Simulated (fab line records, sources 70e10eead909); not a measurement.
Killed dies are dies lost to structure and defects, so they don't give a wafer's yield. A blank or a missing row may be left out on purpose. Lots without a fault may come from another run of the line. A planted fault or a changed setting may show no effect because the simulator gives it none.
Chamber matching | flow nand_harc | NHARC_A_STAIRCASE_DEP_417 on pecvd-03: 3 sister chambers
The step deposits Si3N4, target thk 60 nm. 3 wafers are shown with their chamber, then 8 later ones without.

WAFERS WITH THEIR CHAMBER
wafer  | chamber | heater_power_w (W)
L086.2 | 2       | 951
L086.5 | 0       | 747
L085.2 | 1       | 739

WAFERS WITHOUT THEIR CHAMBER
wafer  | heater_power_w (W)
L085.3 | 755
L085.4 | 611
L091.1 | 980
L091.3 | 609
L091.5 | 624
L096.2 | 593
L096.3 | 653
L096.6 | 870

WHICH CHAMBER EACH WENT THROUGH
wafer  | from the rows above          | in truth
L085.3 | can't be placed: 0 or 1 or 2 | 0
L085.4 | can't be placed: 1 or 0      | 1
L091.1 | 2                            | 2
L091.3 | can't be placed: 1 or 0      | 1
L091.5 | can't be placed: 1 or 0      | 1
L096.2 | can't be placed: 1 or 0      | 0
L096.3 | can't be placed: 1 or 0      | 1
L096.6 | can't be placed: 2 or 0 or 1 | 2
Placed correctly: 1 of 8. Can't be placed from these rows: 7 (the true chamber is among the candidates in 7). Placed wrongly: 0.
How it was worked out, from the rows above alone: a wafer's distance from a chamber is the root of the sum, over the readings, of the square of ((its reading less the chamber's mean) divided by the reading's scatter). The wafer belongs to the nearest chamber; if the next one is less than 2 further off, it can't be placed. A chamber's mean is the mean of its shown wafers. The scatter: with one shown wafer a chamber, the root of the mean of the squares of how far each hidden wafer lies from its nearest shown one.
